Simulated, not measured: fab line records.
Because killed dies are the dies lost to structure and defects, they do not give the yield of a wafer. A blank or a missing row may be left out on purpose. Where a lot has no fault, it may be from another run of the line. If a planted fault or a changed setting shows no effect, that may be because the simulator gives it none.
What tool caused it? ; flow n5_finfet ; 72 wafers from 24 lots sampled at 6 of the route's 1938 steps

== WHAT EACH GAUGE READ, for each wafer ==
N5_STI_FIN_REVEAL_CD_MEAS_22: target cd 6.238 nm, pitch 28 nm.
lot;measured;on;cd_nm (nm)
L074;day 2 12:50;cd_sem-03;6.25 5.93 6.33
L075;day 2 17:53;cd_sem-01;6.31 5.87 6.28
L076;day 3 02:34;cd_sem-02;6.29 6.57 6.24
L077;day 3 10:13;cd_sem-01;6.28 6.57 6.54
L078;day 3 13:32;cd_sem-02;6.62 6.16 6.00
L079;day 3 19:43;cd_sem-01;6.42 6.21 6.49
L080;day 4 00:34;cd_sem-01;6.35 6.17 5.83
L081;day 4 07:43;cd_sem-03;6.20 6.45 6.77
L082;day 4 13:45;cd_sem-01;6.73 6.40 6.32
L083;day 4 19:43;cd_sem-02;6.29 5.92 6.56
L084;day 5 00:48;cd_sem-02;5.85 5.78 5.86
L085;day 5 09:13;cd_sem-01;6.22 5.85 6.29
L086;day 5 14:52;cd_sem-01;6.48 6.36 6.39
L087;day 5 19:51;cd_sem-02;6.37 6.57 6.17
L088;day 6 01:08;cd_sem-03;6.44 6.19 5.90
L089;day 6 06:51;cd_sem-03;6.30 6.57 6.64
L090;day 6 13:23;cd_sem-03;6.20 6.07 6.15
L091;day 6 17:38;cd_sem-02;5.64 5.85 6.11
L092;day 7 03:17;cd_sem-02;6.17 6.46 6.53
L093;day 7 08:16;cd_sem-03;6.26 6.25 6.21
L094;day 7 20:25;cd_sem-02;6.05 6.51 6.18
L095;day 7 23:17;cd_sem-02;6.70 6.10 6.57
L096;day 8 03:44;cd_sem-01;6.16 6.47 6.56
L097;day 8 07:35;cd_sem-01;5.81 6.49 5.96

N5_STI_FIN_REVEAL_INSPECT_13: inspects for defects (darkfield).
lot;measured;on;raw_defect_count
L074;day 2 12:58;defect_inspect-02;18 16 13
L075;day 2 18:00;defect_inspect-02;11 7 13
L076;day 3 02:41;defect_inspect-01;17 17 12
L077;day 3 10:20;defect_inspect-02;2 6 6
L078;day 3 13:39;defect_inspect-01;10 6 7
L079;day 3 19:50;defect_inspect-01;13 12 15
L080;day 4 00:41;defect_inspect-02;13 4 9
L081;day 4 07:50;defect_inspect-01;25 12 5
L082;day 4 13:52;defect_inspect-02;17 7 14
L083;day 4 19:50;defect_inspect-02;19 14 27
L084;day 5 00:55;defect_inspect-01;10 18 8
L085;day 5 09:20;defect_inspect-02;16 7 7
L086;day 5 14:59;defect_inspect-01;11 10 10
L087;day 5 19:58;defect_inspect-01;5 3 8
L088;day 6 01:15;defect_inspect-02;16 9 7
L089;day 6 06:58;defect_inspect-01;14 6 12
L090;day 6 13:30;defect_inspect-02;16 17 29
L091;day 6 17:46;defect_inspect-02;12 17 14
L092;day 7 03:23;defect_inspect-01;8 11 10
L093;day 7 08:23;defect_inspect-01;7 16 12
L094;day 7 20:32;defect_inspect-01;9 5 11
L095;day 7 23:24;defect_inspect-02;8 8 10
L096;day 8 03:51;defect_inspect-01;11 7 8
L097;day 8 07:43;defect_inspect-02;18 19 11

N5_SD_EPI_N_CD_MEAS_09: target cd 120 nm.
lot;measured;on;cd_nm (nm)
L074;day 3 04:34;cd_sem-02;120.4 120.4 119.8
L075;day 3 05:17;cd_sem-01;120.2 120.5 119.8
L076;day 3 13:56;cd_sem-03;119.3 119.6 119.1
L077;day 3 23:07;cd_sem-02;121.5 121.1 120.9
L078;day 4 04:13;cd_sem-01;121.0 119.8 121.4
L079;day 4 07:50;cd_sem-03;120.4 119.6 119.6
L080;day 4 16:02;cd_sem-03;119.6 119.6 119.4
L081;day 4 19:15;cd_sem-03;120.2 120.5 120.3
L082;day 5 00:55;cd_sem-03;120.2 120.0 120.3
L083;day 5 07:17;cd_sem-03;120.0 119.7 120.1
L084;day 5 14:15;cd_sem-01;119.8 120.3 120.4
L085;day 5 20:40;cd_sem-02;119.9 119.4 119.8
L086;day 6 01:53;cd_sem-03;120.1 119.9 120.1
L087;day 6 08:53;cd_sem-01;120.2 120.7 119.5
L088;day 6 12:04;cd_sem-03;119.6 119.2 119.9
L089;day 6 20:09;cd_sem-03;120.3 120.9 120.9
L090;day 7 00:58;cd_sem-03;119.5 119.3 119.5
L091;day 7 09:26;cd_sem-01;119.3 119.7 120.8
L092;day 7 18:37;cd_sem-02;120.7 122.0 121.7
L093;day 7 22:41;cd_sem-02;120.5 120.1 119.7
L094;day 8 07:28;cd_sem-03;120.9 120.8 121.4
L095;day 8 10:48;cd_sem-02;120.9 120.1 119.3
L096;day 8 15:59;cd_sem-01;119.9 120.2 120.2
L097;day 8 19:01;cd_sem-02;120.4 120.5 120.6

== TOOL THAT RAN EACH LOT (tool first, then ch and the chambers of the sampled wafers, then the start) ==
lot;N5_STI_FIN_REVEAL_STRIP_24;N5_STI_FIN_REVEAL_OXIDATION_33;N5_SPACER0_ALD_00
L074;rie_diel-02 ch 0,1,2, day 2 09:56;plasma_asher-01 ch 1, day 2 12:38;ald_sin-03 ch 1,2,3, day 3 03:45
L075;rie_diel-02 ch 0,2, day 2 14:58;plasma_asher-02 ch 0,1, day 2 17:43;ald_sin-02 ch 0,1,3, day 3 04:28
L076;rie_diel-04 ch 0,1, day 2 23:41;plasma_asher-02 ch 0,1, day 3 02:24;ald_sin-02 ch 0,1,2, day 3 13:15
L077;rie_diel-02 ch 1,2, day 3 07:20;plasma_asher-02 ch 0,1, day 3 10:04;ald_sin-02 ch 1,2,3, day 3 22:18
L078;rie_diel-04 ch 1,2,3, day 3 10:24;plasma_asher-01 ch 0,1, day 3 13:22;ald_sin-03 ch 0,1, day 4 03:24
L079;rie_diel-04 ch 2,3, day 3 16:01;plasma_asher-02 ch 0,1, day 3 19:33;ald_sin-03 ch 0,1,3, day 4 07:01
L080;rie_diel-02 ch 0,1,2, day 3 21:41;plasma_asher-01 ch 0,1, day 4 00:25;ald_sin-01 ch 0,1,3, day 4 15:13
L081;rie_diel-02 ch 0,1,2, day 4 04:49;plasma_asher-02 ch 0,1, day 4 07:34;ald_sin-01 ch 0,1,3, day 4 18:33
L082;rie_diel-06 ch 0,2, day 4 10:21;plasma_asher-02 ch 0, day 4 13:35;ald_sin-02 ch 0,2, day 5 00:06
L083;rie_diel-06 ch 1,2,3, day 4 16:50;plasma_asher-02 ch 0,1, day 4 19:33;ald_sin-03 ch 1,2,3, day 5 06:29
L084;rie_diel-02 ch 0,2,3, day 4 21:44;plasma_asher-02 ch 0,1, day 5 00:38;ald_sin-01 ch 0,2,3, day 5 13:34
L085;rie_diel-02 ch 0,2, day 5 06:18;plasma_asher-01 ch 0,1, day 5 09:03;ald_sin-03 ch 0,1,2, day 5 19:51
L086;rie_diel-04 ch 0,3, day 5 11:16;plasma_asher-02 ch 1, day 5 14:41;ald_sin-02 ch 1,2, day 6 01:11
L087;rie_diel-02 ch 0,3, day 5 16:38;plasma_asher-01 ch 1, day 5 19:41;ald_sin-01 ch 0,1, day 6 08:11
L088;rie_diel-02 ch 0,1,2, day 5 21:43;plasma_asher-01 ch 0,1, day 6 00:58;ald_sin-01 ch 0,1,3, day 6 11:23
L089;rie_diel-06 ch 0,2,3, day 6 03:36;plasma_asher-01 ch 0,1, day 6 06:42;ald_sin-01 ch 0,2,3, day 6 19:19
L090;rie_diel-04 ch 2,3, day 6 10:28;plasma_asher-02 ch 0,1, day 6 13:13;ald_sin-01 ch 1,2,3, day 7 00:08
L091;rie_diel-04 ch 0,1,2, day 6 14:45;plasma_asher-01 ch 0,1, day 6 17:28;ald_sin-01 ch 1,2,3, day 7 08:45
L092;rie_diel-02 ch 0,1, day 7 00:13;plasma_asher-02 ch 1, day 7 03:07;ald_sin-02 ch 0,1,2, day 7 17:49
L093;rie_diel-06 ch 0,1,2, day 7 05:23;plasma_asher-02 ch 0,1, day 7 08:07;ald_sin-02 ch 1,2,3, day 7 21:52
L094;rie_diel-06 ch 2,3, day 7 17:29;plasma_asher-01 ch 0,1, day 7 20:14;ald_sin-02 ch 0,1,3, day 8 06:39
L095;rie_diel-04 ch 1,2,3, day 7 20:24;plasma_asher-01 ch 0,1, day 7 23:07;ald_sin-02 ch 0,2,3, day 8 09:59
L096;rie_diel-04 ch 0,1,2, day 8 00:50;plasma_asher-01 ch 1, day 8 03:34;ald_sin-03 ch 0,2,3, day 8 15:17
L097;rie_diel-04 ch 1,2, day 8 04:43;plasma_asher-01 ch 0,1, day 8 07:26;ald_sin-03 ch 0,1,2, day 8 18:20
- N5_STI_FIN_REVEAL_STRIP_24: strips in N2/H2, time 90 s.
- N5_STI_FIN_REVEAL_OXIDATION_33: chemistry O2 PLASMA REMOTE, time 20 s.
- N5_SPACER0_ALD_00: deposits SiOCN, target thk 3.5 nm, pulse time 3 s, purge time 2 s.

== AS READ BY THE TOOLS THEMSELVES (means over the sampled wafers that have a number; for cases with no such wafer, the mark the record gives instead) ==
N5_STI_FIN_REVEAL_STRIP_24.
lot;tool;drypump_motor_current_A (A);oes_product_au (a.u.);rf_vpp_V (V);showerhead_plenum_p_Torr (Torr);throttle_valve_pct (%)
L074;rie_diel-02;5.5;0.75;45.2;3.33;12.39
L075;rie_diel-02;5.0;0.75;44.9;3.28;12.37
L076;rie_diel-04;5.8;0.81;45.6;3.40;12.07
L077;rie_diel-02;5.6;0.79;45.2;3.40;12.33
L078;rie_diel-04;5.4;0.86;44.4;3.41;12.07
L079;rie_diel-04;5.3;0.93;45.3;3.43;11.88
L080;rie_diel-02;5.5;0.74;44.4;3.32;12.42
L081;rie_diel-02;5.5;0.73;45.1;3.32;12.43
L082;rie_diel-06;5.9;0.80;45.0;3.35;12.15
L083;rie_diel-06;5.5;0.78;45.8;3.38;12.35
L084;rie_diel-02;5.3;0.82;45.0;3.40;12.21
L085;rie_diel-02;5.0;0.72;45.0;3.27;12.44
L086;rie_diel-04;5.8;0.84;44.8;3.42;11.97
L087;rie_diel-02;5.3;0.76;45.0;3.33;12.31
L088;rie_diel-02;5.5;0.83;44.3;3.31;12.27
L089;rie_diel-06;5.6;0.78;45.6;3.34;12.25
L090;rie_diel-04;5.3;0.89;46.1;3.42;11.94
L091;rie_diel-04;5.6;0.84;45.4;3.41;11.95
L092;rie_diel-02;5.6;0.77;45.2;3.23;12.36
L093;rie_diel-06;5.8;0.84;45.5;3.37;12.10
L094;rie_diel-06;5.4;0.77;46.1;3.33;12.35
L095;rie_diel-04;5.4;0.80;45.3;3.39;12.16
L096;rie_diel-04;5.6;0.81;45.7;3.40;11.98
L097;rie_diel-04;5.3;0.85;45.3;3.40;12.04

N5_STI_FIN_REVEAL_OXIDATION_33.
lot;tool;drypump_motor_current_A (A);heater_power_w (W)
L074;plasma_asher-01;6.5;144
L075;plasma_asher-02;6.5;139
L076;plasma_asher-02;6.5;136
L077;plasma_asher-02;6.5;135
L078;plasma_asher-01;6.2;152
L079;plasma_asher-02;6.5;136
L080;plasma_asher-01;5.9;154
L081;plasma_asher-02;6.4;139
L082;plasma_asher-02;6.4;142
L083;plasma_asher-02;6.5;137
L084;plasma_asher-02;6.4;140
L085;plasma_asher-01;5.9;155
L086;plasma_asher-02;6.5;134
L087;plasma_asher-01;6.5;144
L088;plasma_asher-01;6.2;150
L089;plasma_asher-01;6.2;149
L090;plasma_asher-02;6.4;138
L091;plasma_asher-01;6.2;148
L092;plasma_asher-02;6.5;136
L093;plasma_asher-02;6.4;138
L094;plasma_asher-01;6.2;147
L095;plasma_asher-01;6.2;147
L096;plasma_asher-01;6.5;143
L097;plasma_asher-01;5.9;152

N5_SPACER0_ALD_00.
lot;tool;heater_power_w (W);precursor_pulse_height_rel
L074;ald_sin-03;930;0.989
L075;ald_sin-02;754;1.000
L076;ald_sin-02;812;1.025
L077;ald_sin-02;820;1.007
L078;ald_sin-03;839;0.999
L079;ald_sin-03;898;0.999
L080;ald_sin-01;835;1.005
L081;ald_sin-01;814;0.998
L082;ald_sin-02;777;0.995
L083;ald_sin-03;918;0.993
L084;ald_sin-01;871;0.998
L085;ald_sin-03;858;0.994
L086;ald_sin-02;869;0.999
L087;ald_sin-01;843;0.984
L088;ald_sin-01;832;0.983
L089;ald_sin-01;883;0.974
L090;ald_sin-01;804;1.004
L091;ald_sin-01;813;0.995
L092;ald_sin-02;797;1.005
L093;ald_sin-02;825;1.020
L094;ald_sin-02;769;1.014
L095;ald_sin-02;779;1.007
L096;ald_sin-03;896;0.993
L097;ald_sin-03;879;1.000

== THE ANSWER, worked out from the rows above alone ==
Rule: the usual values come from the lots themselves. The widest of any qualifying gaps counts: lots, ordered by their means at a reading, are off when they make up no more than a third of the lots, leave a main group of 4 or more, and stand apart from it by 3 or more times the standard deviation of that group's means. If all means in a main group match to the digits the tables above print for the reading, that group is not used. Also off: a lot with no number at a reading for which 4 or more lots have one. The other lots that the step has rows for count as sound. Order of review: gauges by route order, followed by the tools' own readings, for which a lot's mean as printed above is used. At the first step where some lot is off, the reading lying furthest off is the one used; lots without a number count as furthest.
None of the lots is off at any reading shown; this tells nothing.

== WHAT THE SIMULATOR PUT IN ==
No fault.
